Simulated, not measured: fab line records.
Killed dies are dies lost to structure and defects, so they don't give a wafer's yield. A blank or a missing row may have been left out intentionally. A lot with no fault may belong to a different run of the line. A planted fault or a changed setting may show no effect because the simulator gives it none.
Problem report in the 8D (eight disciplines) form, filled by code	flow n5 finfet	the parts of the form that need people (team, actions taken, sign-off) are left out

1. THE PROBLEM
Wafers without a fault read 43.1 s, standard deviation 0.73; etch rf on time s at N5_FIN_CUT_ETCH_20 reads a mean of 57.2 s on 2 wafers belonging to 2 lots. Relative to the usual mean, that is a shift of +19 standard deviations.
The step: etches SiARC in CF4, target depth 26 nm, time 43.3 s.
First seen on wafer L420.3, day 6 22:44, on rie diel-03. At this step, 28 wafers from 10 lots have a number in the record. Rule for "out", or "out of limits": more than 4 standard deviations from the usual mean. The rest of the wafers with a number are treated as sound.

2. WHAT THIS IS AND IS NOT
question	is	is not
which readings at this step	etch rf on time s	drypump motor current A, mfc ar sccm, rf vpp V, showerhead plenum p Torr, throttle valve pct
which lots	L420, L421	L401, L403, L404, L407, L408, L409, L413, L424
which wafers of those lots	L420.3, L421.3	L420.1, L421.1
read on which tools	rie diel-03	rie diel-04, rie diel-05
when	from day 6 22:44	up to then (22 sound wafers); but 4 sound wafers of L421, L424 came after

3. THE SUSPECTS, EACH WITH WHAT RULES IT OUT
Counting: if a tool at a process step up to the reading ran every lot that is out, it stays a suspect. Sound lots after the first of them don't rule it out here, since some wafers of a struck lot are sound.
- rie diel-03 at N5_FIN_CUT_ETCH_20 (etches SiARC in CF4, target depth 26 nm, time 43.3 s): kept. It ran every lot that is out, first L420 (day 6 22:44); its last sound lot up to then is L413 (day 5 04:08). Its own etch rf on time s readings are out on those wafers.
- In rie diel-03 at N5_FIN_CUT_ETCH_20, the wafers that are out were processed in chamber 3 and their sound lot-mates in chambers 0, 1.
The count leaves rie diel-03 at N5_FIN_CUT_ETCH_20.

4. THE CAUSE (what the simulator had put in)
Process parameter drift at N5_FIN_CUT_ETCH_20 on rie diel-03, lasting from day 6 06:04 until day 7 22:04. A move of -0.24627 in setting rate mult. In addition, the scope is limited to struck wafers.
Only this tool survived the counting.

5. SEQUENCE OF EFFECTS, ordered by route
Rows list readings where the struck wafers' mean (over those with a number) sits beyond 3 standard deviations from the usual. Readings are gone through only where the record gives a usual standard deviation; hours: the median, over the lots, of the time from a lot's start at the first step in this table giving one to that lot's start at this step; sigmas: the change measured in usual standard deviations.
hours	step	reading	usual	on struck wafers	change	sigmas
0	N5_FIN_CUT_ETCH_20	etch rf on time s	43.1 s	57.2	+14.1	+19
It contains these process steps:
- N5_FIN_CUT_ETCH_20: etches SiARC in CF4, target depth 26 nm, time 43.3 s.
Later steps that measure or inspect, where all struck wafers having a row at the step show a number for every such reading and not one has moved that far: N5_BEOL_M4_RC_MEAS_101.

6. WHAT WOULD HAVE CAUGHT IT SOONER
First out-of-limits reading in this record: day 6 22:44, which is 17 hours after fault onset at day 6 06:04.
